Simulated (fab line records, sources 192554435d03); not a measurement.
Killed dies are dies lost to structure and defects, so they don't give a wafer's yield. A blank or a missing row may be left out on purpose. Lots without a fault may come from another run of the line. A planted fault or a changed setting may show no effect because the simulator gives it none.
fab line records | flow n5_finfet
record lots=5 wafers=15 last_day=18
route steps=1938 shown BEOL_M10@1501 PASSIVATION@1936
lots that met no fault: from a run of the same line without faults
start_h: hours from the record's first day to the start of the lot's first wafer shown | wait_h: hours since the lot's step before | " the same as in the row above | L1.1+2: a row that stands for several wafers | - no value, or no start given | * or withheld: withheld | < > ~ a bound
route shown NAME@n: a module of which the file shows steps, and the number in the route of the first | usual: mean/standard deviation of fault-free wafers | same: alike in all rows | chamber/n: place in a boat | sites: the reading at each site | _std_site: their standard deviation | _edge_site: outer sites' mean less inner sites' | radius_mm: how far each site lies from the wafer's centre | mask NAME#n: copy n | behind: the tool/chamber that last shaped the wafer | hold: why the lot was held/for how many hours/how that ended | device: the transistor (n, p or np) that didn't switch | end of line: the same wafers' tests at the end of the route | a step without rows: its recipe alone | killed: dies lost to structure and defects at the first sort, not the wafer's yield | map: a wafer's dies, x killed, . not, _ none there
set.NAME: the setting as run; set.NAME@STEP: as run at that earlier step | model.NAME: the simulator's own value behind a step, which no gauge read
lots at some steps of the route; a table a step, a row a wafer
services: from which hour (start_h, from the record's first day; less than 0 if before it) a tool's chamber was out of use, for how many hours, and why
## steps
# step N5_BEOL_M10_DEVELOP_27
# recipe develop_time_s=30 developer=TMAH resist=CAR-ArF rinse_liquid=diw dry=air_spin dev_temp_c=23
# step N5_BEOL_M10_CD_MEAS_28
# recipe target_cd_nm=70 landing_energy_ev=500 detector=se_inlens polarity=opening
# usual cd_nm=70.0/1.2
# columns lot.wafer tool chamber start_h wait_h cd_nm
L771.1 cd_sem-02 0 227.69 - 71.5
L771.3 " 0 " " 70.6
L771.4 " 0 " " 71.6
L783.1 cd_sem-02 0 290.33 - 67.7
L783.3 " 0 " " 67.7
L783.6 " 0 " " 67.6
L790.3 cd_sem-02 0 335.15 - 70.5
L790.4 " 0 " " 69.3
L790.5 " 0 " " 70.1
L793.1 cd_sem-02 0 353.52 - 69.6
L793.2 " 0 " " 69.9
L793.5 " 0 " " 69.1
L794.1 cd_sem-03 0 357.55 - 70.0
L794.4 " 0 " " 70.8
L794.6 " 0 " " 70.1
# step N5_BEOL_M10_OVL_MEAS_29
# recipe points_per_wafer=44
# usual V9_OVL=-0.6/0.79
# columns lot.wafer tool chamber start_h wait_h V9_OVL[nm]
L771.1 overlay-02 0 227.72 0.0 0.2
L771.3 " 0 " " -0.8
L771.4 " 0 " " -1.2
L783.1 overlay-02 0 290.36 0.0 -1.4
L783.3 " 0 " " -2.2
L783.6 " 0 " " -2.2
L790.3 overlay-02 0 335.18 0.0 -1.4
L790.4 " 0 " " -1.0
L790.5 " 0 " " -2.0
L793.1 overlay-02 0 353.55 0.0 -0.3
L793.2 " 0 " " 0.9
L793.5 " 0 " " 0.4
L794.1 overlay-02 0 357.59 0.0 -1.6
L794.4 " 0 " " -1.3
L794.6 " 0 " " -1.9
# step N5_BEOL_M10_INSPECT_30
# recipe mode=adi inspect_instrument=brightfield
# usual raw_defect_count=402/95
# columns lot.wafer tool chamber start_h wait_h raw_defect_count
L771.1 defect_inspect-01 - 227.75 0.0 329
L771.3 " - " " 428
L771.4 " - " " 262
L783.1 defect_inspect-01 - 290.39 0.0 266
L783.3 " - " " 198
L783.6 " - " " 286
L790.3 defect_inspect-02 - 335.20 0.0 356
L790.4 " - " " 420
L790.5 " - " " 423
L793.1 defect_inspect-02 - 353.57 0.0 428
L793.2 " - " " 398
L793.5 " - " " 414
L794.1 defect_inspect-02 - 357.61 0.0 434
L794.4 " - " " 423
L794.6 " - " " 512
# step N5_BEOL_M10_DESCUM_33
# recipe chemistry=O2 time_s=7.9 source_power_w=50 bias_power_w=20 pressure_mtorr=20 rf_frequency_hz=2.712e+07 temp_c=40 resist=CAR-ArF o2_flow_sccm=225
# step N5_BEOL_M10_ETCH_65
# recipe chemistry=CF4 target=SiARC target_depth_a=390 mask_material=CAR-ArF time_s=65 ion_energy_ev=80 pressure_mtorr=40 source_w=545 bias_w=36 Ar_flow_sccm=100 cf4_flow_sccm=100 ends=cleared
# step N5_BEOL_M10_ETCH_66
# recipe chemistry=N2/H2 target=SOC target_depth_a=1200 overetch_a=240 mask_material=SiARC temp_c=40 time_s=180 ion_energy_ev=200 pressure_mtorr=30 source_w=840 bias_w=150 n2_flow_sccm=200 h2_flow_sccm=200
# usual bias_w=150.1/0.44 drypump_motor_current_A=5.6/0.59 h2_flow_sccm=200.0/0.6 oes_product_au=0.67/0.063 rf_fwd_power_W=837.1/2.9 rf_vpp_V=523.8/2.6 showerhead_plenum_p_Torr=2.54/0.092 throttle_valve_pct=17.59/0.27
# columns lot.wafer tool chamber start_h wait_h bias_w drypump_motor_current_A h2_flow_sccm oes_product_au rf_fwd_power_W rf_hours_counter_h rf_vpp_V showerhead_plenum_p_Torr throttle_valve_pct
L771.1 rie_diel-02 1 228.03 0.0 149.8 6.0 200.4 0.57 838.1 236 526.4 2.61 18.00
L771.3 " 0 " " 149.7 5.7 200.0 0.67 834.6 88 520.9 2.46 17.37
L771.4 " 2 " " 150.3 5.3 200.0 0.69 838.3 56 527.6 2.68 17.26
L783.1 rie_diel-06 0 290.51 0.0 149.9 5.0 199.2 0.68 835.8 89 528.0 2.68 17.49
L783.3 " 1 " " 149.8 5.1 200.3 0.72 836.4 19 522.8 2.49 17.39
L783.6 " 3 " " 148.9 6.6 200.1 0.56 843.8 - 525.5 2.59 17.97
L790.3 rie_diel-05 1 335.32 0.0 150.0 4.9 200.4 0.67 836.3 75 520.7 2.47 17.21
L790.4 " 1 " " 150.4 4.9 199.8 0.67 836.9 - 521.8 2.47 17.21
L790.5 " 3 " " 149.9 5.4 200.4 0.70 832.5 - 521.5 2.49 17.51
L793.1 rie_diel-06 3 353.69 0.0 149.7 6.7 200.0 0.77 834.4 15 523.0 2.58 17.55
L793.2 " 1 " " 150.0 5.1 199.9 0.68 841.3 44 522.4 2.48 17.45
L793.5 " 3 " " 149.5 6.6 200.2 0.77 832.6 - 524.3 2.58 17.56
L794.1 rie_diel-02 3 358.00 0.0 150.1 5.8 199.3 0.60 834.9 177 523.5 2.53 17.77
L794.4 " 0 " " 149.5 5.7 200.4 0.61 835.6 136 521.3 2.44 17.46
L794.6 " 2 " " 149.1 5.4 200.5 0.65 838.8 - 527.1 2.66 17.34
# step N5_BEOL_M10_STRIP_69
# recipe chemistry=N2/H2 temp_c=40 n2_flow_sccm=200 h2_flow_sccm=200 rf_frequency_hz=6e+07
# step N5_BEOL_M10_VIA_ETCH_34
# recipe chemistry=C4F6/O2 target=SiCOH_lowk target_depth_a=1845 mask_material=SOC taper_deg=4 time_s=69.2 ion_energy_ev=250 pressure_mtorr=30 source_w=345 bias_w=185 Ar_flow_sccm=300 C4F6_flow_sccm=10 O2_flow_sccm=10
# usual bias_w=184.9/0.6 drypump_motor_current_A=5.6/0.59 oes_f_703_au=0.83/0.087 oes_product_au=0.83/0.084 rf_fwd_power_W=342.4/1.2 rf_vpp_V=662/16 showerhead_plenum_p_Torr=2.85/0.095 throttle_valve_pct=20.7/0.32
# columns lot.wafer tool chamber start_h wait_h bias_w drypump_motor_current_A oes_f_703_au oes_product_au rf_fwd_power_W rf_hours_counter_h rf_vpp_V showerhead_plenum_p_Torr throttle_valve_pct
L771.1 rie_diel-02 1 228.15 0.0 184.7 6.0 0.69 0.69 341.0 236 689 2.91 20.9
L771.3 " 0 " " 184.4 5.7 0.83 0.83 343.5 88 668 2.77 20.6
L771.4 " 2 " " 184.0 5.3 0.86 0.85 342.5 56 697 2.98 20.3
L783.1 rie_diel-06 0 290.63 0.0 184.4 5.0 0.84 0.85 341.8 89 681 2.99 20.6
L783.3 " 1 " " 185.3 5.1 0.93 0.90 343.5 19 646 2.78 20.5
L783.6 " 3 " " 185.9 6.6 0.67 0.68 342.0 - 673 2.89 21.1
L790.3 rie_diel-05 1 335.44 0.0 185.4 4.8 0.85 0.83 342.8 75 646 2.76 20.3
L790.4 " 1 " " 186.2 4.8 0.85 0.82 342.2 - 643 2.76 20.3
L790.5 " 3 " " 185.0 5.4 0.86 0.86 342.7 - 666 2.80 20.6
L793.1 rie_diel-06 3 353.81 0.0 186.5 6.6 0.93 0.95 342.7 15 675 2.89 20.7
L793.2 " 1 " " 184.9 5.1 0.88 0.86 343.7 44 647 2.77 20.6
L793.5 " 3 " " 185.0 6.6 0.94 0.96 341.2 - 672 2.89 20.7
L794.1 rie_diel-02 3 358.13 0.0 185.2 5.8 0.74 0.74 341.6 177 656 2.83 20.8
L794.4 " 0 " " 184.3 5.7 0.78 0.76 342.3 136 667 2.75 20.7
L794.6 " 2 " " 185.8 5.3 0.80 0.79 341.6 - 695 2.95 20.3
# step N5_BEOL_M10_STRIP_73
# recipe chemistry=C4F6/O2 resist=SiARC rf_frequency_hz=6e+07
# step N5_BEOL_M10_STRIP_36
# recipe chemistry=N2/H2 power_w=450 temp_c=40 pressure_mtorr=20 rf_frequency_hz=6e+07 overash_fraction=0.3 bias_power_w=7 h2_frac=0.5 n2_flow_sccm=200 h2_flow_sccm=200
# usual drypump_motor_current_A=5.6/0.59 h2_flow_sccm=200.0/0.61 oes_product_au=0.83/0.083 rf_vpp_V=59.2/2 showerhead_plenum_p_Torr=2.54/0.092 throttle_valve_pct=23.4/0.31
# columns lot.wafer tool chamber start_h wait_h drypump_motor_current_A h2_flow_sccm oes_product_au rf_hours_counter_h rf_vpp_V showerhead_plenum_p_Torr throttle_valve_pct
L771.1 rie_diel-02 1 228.22 0.0 6.0 200.2 0.68 236 59.2 2.61 23.8
L771.3 " 0 " " 5.7 200.1 0.82 88 60.7 2.46 23.1
L771.4 " 2 " " 5.4 199.8 0.87 56 58.3 2.68 23.1
L783.1 rie_diel-06 0 290.69 0.0 5.0 199.4 0.82 89 60.0 2.68 23.3
L783.3 " 1 " " 5.1 200.1 0.88 19 56.6 2.48 23.2
L783.6 " 3 " " 6.7 201.1 0.68 - 61.9 2.58 23.7
L790.3 rie_diel-05 1 335.51 0.0 4.8 201.3 0.84 75 56.0 2.46 22.9
L790.4 " 1 " " 4.8 199.9 0.82 - 58.4 2.46 22.9
L790.5 " 3 " " 5.4 199.4 0.86 - 59.2 2.49 23.5
L793.1 rie_diel-06 3 353.88 0.0 6.7 200.0 0.96 15 60.7 2.57 23.3
L793.2 " 1 " " 5.1 200.4 0.85 44 60.1 2.47 23.2
L793.5 " 3 " " 6.6 199.9 0.97 - 58.0 2.57 23.3
L794.1 rie_diel-02 3 358.19 0.0 5.8 200.3 0.73 177 55.8 2.53 23.6
L794.4 " 0 " " 5.7 200.4 0.78 136 59.7 2.44 23.2
L794.6 " 2 " " 5.3 199.9 0.80 - 58.0 2.66 23.1
# step N5_BEOL_M10_TRENCH_ETCH_37
# recipe chemistry=C4F6/O2 target_depth_a=1488.3 target=SiCOH_lowk time_s=48 ion_energy_ev=250 pressure_mtorr=30 source_w=345 bias_w=185 Ar_flow_sccm=300 C4F6_flow_sccm=10 O2_flow_sccm=10
# usual bias_w=185.0/0.55 drypump_motor_current_A=5.6/0.59 oes_f_703_au=0.83/0.087 oes_product_au=0.83/0.084 rf_fwd_power_W=341.7/1.4 rf_vpp_V=662/16 showerhead_plenum_p_Torr=2.85/0.095 throttle_valve_pct=20.7/0.32
# columns lot.wafer tool chamber start_h wait_h bias_w drypump_motor_current_A oes_f_703_au oes_product_au rf_fwd_power_W rf_hours_counter_h rf_vpp_V showerhead_plenum_p_Torr throttle_valve_pct
L771.1 rie_diel-02 1 - - 186.0 6.0 0.70 0.70 338.3 236 692 2.90 21.0
L771.3 " 0 " " 185.3 5.7 0.83 0.82 341.2 88 667 2.77 20.6
L771.4 " 2 " " 184.5 5.3 0.86 0.86 342.1 56 697 2.98 20.3
L783.1 rie_diel-06 0 - - 184.7 5.0 0.84 0.85 340.1 89 681 2.99 20.6
L783.3 " 1 " " 185.7 5.1 0.93 0.89 342.5 19 645 2.78 20.6
L783.6 " 3 " " 185.0 6.7 0.68 0.68 341.8 - 673 2.89 21.1
L790.3 rie_diel-05 1 - - 184.7 4.9 0.86 0.82 341.1 75 646 2.76 20.3
L790.4 " 1 " " 185.1 4.9 0.85 0.83 341.0 - 645 2.76 20.3
L790.5 " 3 " " 184.4 5.4 0.87 0.85 342.4 - 667 2.80 20.7
L793.1 rie_diel-06 3 - - 185.5 6.6 0.93 0.96 341.8 15 675 2.89 20.7
L793.2 " 1 " " 185.1 5.1 0.88 0.86 342.3 44 646 2.77 20.6
L793.5 " 3 " " 185.4 6.6 0.93 0.96 344.3 - 673 2.89 20.7
L794.1 rie_diel-02 3 - - 184.2 5.8 0.75 0.74 342.5 177 655 2.83 20.8
L794.4 " 0 " " 184.5 5.7 0.78 0.77 341.6 136 667 2.75 20.7
L794.6 " 2 " " 184.1 5.3 0.81 0.80 342.2 - 696 2.95 20.4
# step N5_BEOL_M10_ETCH_41
# recipe chemistry=CH3F/O2 target=SiCN target_depth_a=426 taper_deg=2 time_s=86 ion_energy_ev=120 mask_material=TiN pressure_mtorr=30 source_w=395 bias_w=75 Ar_flow_sccm=150 CH3F_flow_sccm=30 O2_flow_sccm=20
# usual bias_w=74.95/0.24 drypump_motor_current_A=5.6/0.59 oes_product_au=0.83/0.083 rf_fwd_power_W=392.6/1.5 rf_vpp_V=297.4/1.6 showerhead_plenum_p_Torr=2.01/0.071 throttle_valve_pct=16.13/0.3
# columns lot.wafer tool chamber start_h wait_h bias_w drypump_motor_current_A oes_product_au rf_fwd_power_W rf_hours_counter_h rf_vpp_V showerhead_plenum_p_Torr throttle_valve_pct model.etch.depth_nm
L771.1 rie_diel-02 1 228.30 - 75.37 6.0 0.70 392.3 236 298.0 2.05 16.45 32.16
L771.3 " 0 " " 74.80 5.7 0.81 391.4 88 295.2 1.94 15.99 32.99
L771.4 " 2 " " 75.40 5.3 0.84 394.4 56 298.3 2.10 15.75 31.79
L783.1 rie_diel-06 0 290.77 - 75.15 5.0 0.90 484.7 89 277.4 2.11 16.01 36.24
L783.3 " 1 " " 75.27 5.1 0.91 394.1 19 298.2 1.96 15.96 33.51
L783.6 " 3 " " 75.03 6.6 0.67 394.5 - 299.5 2.04 16.59 31.68
L790.3 rie_diel-05 1 335.59 - 75.14 4.9 0.83 391.2 75 295.7 1.93 15.73 32.39
L790.4 " 1 " " 75.04 4.9 0.81 389.7 - 296.7 1.93 15.75 31.96
L790.5 " 3 " " 74.98 5.4 0.85 391.9 - 296.0 1.97 16.00 31.78
L793.1 rie_diel-06 3 353.96 - 75.09 6.6 0.96 393.3 15 298.0 2.03 16.12 33.11
L793.2 " 1 " " 74.99 5.1 0.85 394.5 44 294.7 1.95 16.01 33.43
L793.5 " 3 " " 75.27 6.6 0.96 392.3 - 297.1 2.03 16.14 33.04
L794.1 rie_diel-02 3 358.27 - 74.95 5.8 0.74 391.5 177 295.6 1.99 16.20 32.19
L794.4 " 0 " " 74.73 5.7 0.77 391.7 136 296.3 1.93 16.07 32.61
L794.6 " 2 " " 75.29 5.3 0.79 392.0 - 300.4 2.08 15.83 31.43
# step N5_BEOL_M10_STRIP_77
# recipe chemistry=N2/H2 time_s=10 power_w=450 temp_c=40 pressure_mtorr=20 rf_frequency_hz=6e+07 bias_power_w=7 n2_flow_sccm=200 h2_flow_sccm=200
# usual drypump_motor_current_A=5.6/0.59 h2_flow_sccm=199.9/0.68 oes_product_au=0.83/0.082 rf_vpp_V=59.1/0.96 showerhead_plenum_p_Torr=2.54/0.092 throttle_valve_pct=23.4/0.31
# columns lot.wafer tool chamber start_h wait_h drypump_motor_current_A h2_flow_sccm oes_product_au rf_hours_counter_h rf_vpp_V showerhead_plenum_p_Torr throttle_valve_pct
L771.1 rie_diel-02 1 - - 6.1 200.8 0.70 236 56.9 2.61 23.8
L771.3 " 0 " " 5.7 199.9 0.82 88 58.0 2.45 23.1
L771.4 " 2 " " 5.4 200.0 0.85 56 58.5 2.68 23.0
L783.1 rie_diel-06 0 - - 5.0 199.7 0.84 89 60.5 2.68 23.2
L783.3 " 1 " " 5.1 199.5 0.90 19 58.4 2.48 23.1
L783.6 " 3 " " 6.6 198.9 0.68 - 57.8 2.58 23.7
L790.3 rie_diel-05 1 - - 4.9 200.3 0.83 75 57.9 2.46 22.9
L790.4 " 1 " " 4.9 200.7 0.83 - 58.6 2.46 22.9
L790.5 " 3 " " 5.4 201.1 0.87 - 58.9 2.49 23.4
L793.1 rie_diel-06 3 - - 6.6 200.7 0.96 15 59.1 2.57 23.3
L793.2 " 1 " " 5.1 200.0 0.85 44 59.1 2.47 23.2
L793.5 " 3 " " 6.7 200.1 0.97 - 59.6 2.57 23.3
L794.1 rie_diel-02 3 - - 5.8 200.1 0.73 177 60.8 2.53 23.6
L794.4 " 0 " " 5.7 200.7 0.76 136 58.4 2.44 23.2
L794.6 " 2 " " 5.3 199.0 0.79 - 59.3 2.66 23.1
# step N5_PASSIVATION_PROBE_49
# usual defect_limited_yield=91.2/1.6 killed_at_M0_to_M3=34/11 killed_at_M4_up=14/5.7 killed_at_contacts=14/6.6 killed_at_front_end=37/10 killed_at_other=4/3.2 killed_dies=104/19 killed_open=69/13 killed_short=33/8.7 sort_bin_4_leakage=0.00/0.014 sort_bin_5_function=5.1/1 sort_bin_6_memory=3.3/0.76 sort_bin_8_speed=0.00/0.016 sort_n_pass=1076/19 sort_yield_pct=91.2/1.6
# same gross_dies=1180 killed_at_back_side=0
# columns lot.wafer tool chamber start_h wait_h defect_limited_yield[%] killed_at_M0_to_M3 killed_at_M4_up killed_at_contacts killed_at_front_end killed_at_other killed_dies killed_open killed_short sort_bin_4_leakage[%] sort_bin_5_function[%] sort_bin_6_memory[%] sort_bin_8_speed[%] sort_n_pass sort_yield_pct[%]
L783.1 prober-02 - 343.82 0.0 90.6 28 11 16 52 4 111 69 31 0 5.4 2.7 0 1069 90.6
L783.3 prober-02 - 343.92 0.1 91.6 18 7 27 47 0 99 61 31 0 4.2 3.1 0 1081 91.6
L783.6 prober-02 - 344.07 0.3 92.8 26 12 9 30 8 85 50 30 0 4.3 2.7 0 1095 92.8
L790.3 prober-01 - 390.11 0.1 91.4 49 15 17 21 0 102 70 30 0 5.3 3.1 0 1078 91.4
L790.4 prober-01 - 390.16 0.2 89.3 41 16 32 35 2 126 91 34 0 6.4 4.2 0 1054 89.3
L790.5 prober-01 - 390.21 0.2 89.8 44 18 28 29 1 120 79 35 0 5.4 4.2 0 1060 89.8
L793.1 prober-02 - 404.19 0.4 87.9 46 9 19 64 5 143 107 36 0 6.6 4.8 0 1037 87.9
L793.2 prober-02 - 404.24 0.4 90.1 36 8 7 64 2 117 74 43 0 5.8 3.8 0 1063 90.1
L793.5 prober-02 - 404.39 0.6 89.9 40 12 12 53 2 119 74 45 0 6.1 3.7 0 1061 89.9
# killed by level:class
L783.1 FIN_SAQP:geometric_particle:open=16 MOL_CONTACT_COAG:geometric_particle:open=13 BEOL_M2:geometric_particle:open=9 HKMG_FIN:area_etch=7 FIN_SAQP:geometric_particle:short=6 ILD0:geometric_particle:short=5 BEOL_M0_SAQP:geometric_particle:open=5 GATE_CUT:geometric_particle:short=4
L783.3 MOL_CONTACT_COAG:geometric_particle:open=20 GATE_CUT:geometric_particle:short=8 FIN_SAQP:geometric_particle:open=7 DUMMY_GATE:geometric_particle:open=7 MOL_CONTACT_COAG:geometric_particle:short=7 FIN_SAQP:geometric_particle:short=6 HKMG_FIN:area_etch=6 BEOL_M0_SAQP:geometric_particle:open=5
L783.6 FIN_SAQP:geometric_particle:open=12 MOL_CONTACT_COAG:geometric_particle:open=8 BEOL_M0_SAQP:geometric_particle:open=7 BEOL_M1:geometric_particle:open=5 BEOL_M2:geometric_particle:open=5 FIN_SAQP:geometric_particle:short=4 GATE_CUT:geometric_particle:short=4 BEOL_M0_SAQP:geometric_particle:short=4
L790.3 BEOL_M3:geometric_particle:open=14 MOL_CONTACT_COAG:geometric_particle:open=11 BEOL_M0_SAQP:geometric_particle:short=10 BEOL_M1:geometric_particle:open=8 STI_FIN_REVEAL:geometric_particle:open=7 MOL_CONTACT_COAG:geometric_particle:short=6 BEOL_M0_SAQP:geometric_particle:open=6 BEOL_M2:geometric_particle:open=6
L790.4 MOL_CONTACT_COAG:geometric_particle:open=24 STI_FIN_REVEAL:geometric_particle:open=14 BEOL_M3:geometric_particle:open=12 MOL_CONTACT_COAG:geometric_particle:short=8 BEOL_M0_SAQP:geometric_particle:open=7 BEOL_M0_SAQP:geometric_particle:short=6 BEOL_M0:geometric_particle:open=5 BEOL_M1:geometric_particle:open=5
L790.5 MOL_CONTACT_COAG:geometric_particle:open=19 BEOL_M0_SAQP:geometric_particle:open=15 STI_FIN_REVEAL:geometric_particle:open=12 BEOL_M0_SAQP:geometric_particle:short=11 MOL_CONTACT_COAG:geometric_particle:short=9 BEOL_M3:geometric_particle:open=6 FIN_SAQP:geometric_particle:open=5 BEOL_M1:geometric_particle:open=5
L793.1 STI_FIN_REVEAL:geometric_particle:open=30 MOL_CONTACT_COAG:geometric_particle:open=15 BEOL_M1:geometric_particle:open=12 BEOL_M3:geometric_particle:open=11 FIN_SAQP:geometric_particle:open=10 FIN_SAQP:geometric_particle:short=10 BEOL_M2:geometric_particle:open=8 MOL_CONTACT_COAG:geometric_particle:short=4
L793.2 STI_FIN_REVEAL:geometric_particle:open=22 FIN_SAQP:geometric_particle:short=13 BEOL_M2:geometric_particle:open=8 BEOL_M1:geometric_particle:open=7 FIN_SAQP:geometric_particle:open=6 STI_FIN_REVEAL:geometric_particle:short=6 BEOL_M0_SAQP:geometric_particle:short=6 MOL_CONTACT_COAG:geometric_particle:open=5
L793.5 STI_FIN_REVEAL:geometric_particle:open=14 BEOL_M3:geometric_particle:open=10 FIN_SAQP:geometric_particle:open=9 BEOL_M1:geometric_particle:open=8 MOL_CONTACT_COAG:geometric_particle:open=8 BEOL_M0_SAQP:geometric_particle:open=8 FIN_SAQP:geometric_particle:short=7 STI_FIN_REVEAL:geometric_particle:short=5
## services
# columns tool chamber start_h hours kind
rie_diel-06 1 223.23 - clean
rie_diel-06 1 223.23 - consumable_replace:focus_ring
rie_diel-06 1 223.23 18.1 scheduled_down
rie_diel-06 1 223.23 18.1 vent_cycle
rie_diel-05 - 250.18 0.4 repair
rie_diel-02 1 268.76 - clean
rie_diel-02 1 268.76 - consumable_replace:focus_ring
rie_diel-02 1 268.76 20.5 scheduled_down
rie_diel-02 1 268.76 20.5 vent_cycle
rie_diel-06 2 280.14 - clean
rie_diel-06 2 280.14 - consumable_replace:focus_ring
rie_diel-06 2 280.14 - consumable_replace:showerhead
rie_diel-06 2 280.14 20.4 scheduled_down
rie_diel-06 2 280.14 20.4 vent_cycle
rie_diel-06 3 300.71 - clean
rie_diel-06 3 300.71 - consumable_replace:focus_ring
rie_diel-06 3 300.71 15.2 scheduled_down
rie_diel-06 3 300.71 15.2 vent_cycle
rie_diel-05 2 325.98 13.5 repair
rie_diel-05 - 330.64 3.9 repair
rie_diel-05 3 336.29 3.1 repair
## key
first_sign step=N5_BEOL_M10_ETCH_41 reading=rf_fwd_power_W direction=up sigmas=63 usual=* struck=*
effect step=N5_BEOL_M10_ETCH_41 reading=rf_vpp_V direction=down sigmas=12 usual=297.4 struck=277.4
model_effect step=N5_BEOL_M10_ETCH_41 value=etch.depth_nm without=33.42 struck=36.24
met_at N5_BEOL_M10_ETCH_41
struck_wafers L783.1
fault kind=process_parameter_drift tool=rie_diel-06 chamber=0 onset_h=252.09 steps=N5_BEOL_M10_ETCH_41 channel=source_w offset=94.8 shape=step end_h=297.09 acts_in=these_recipes_only stated=395
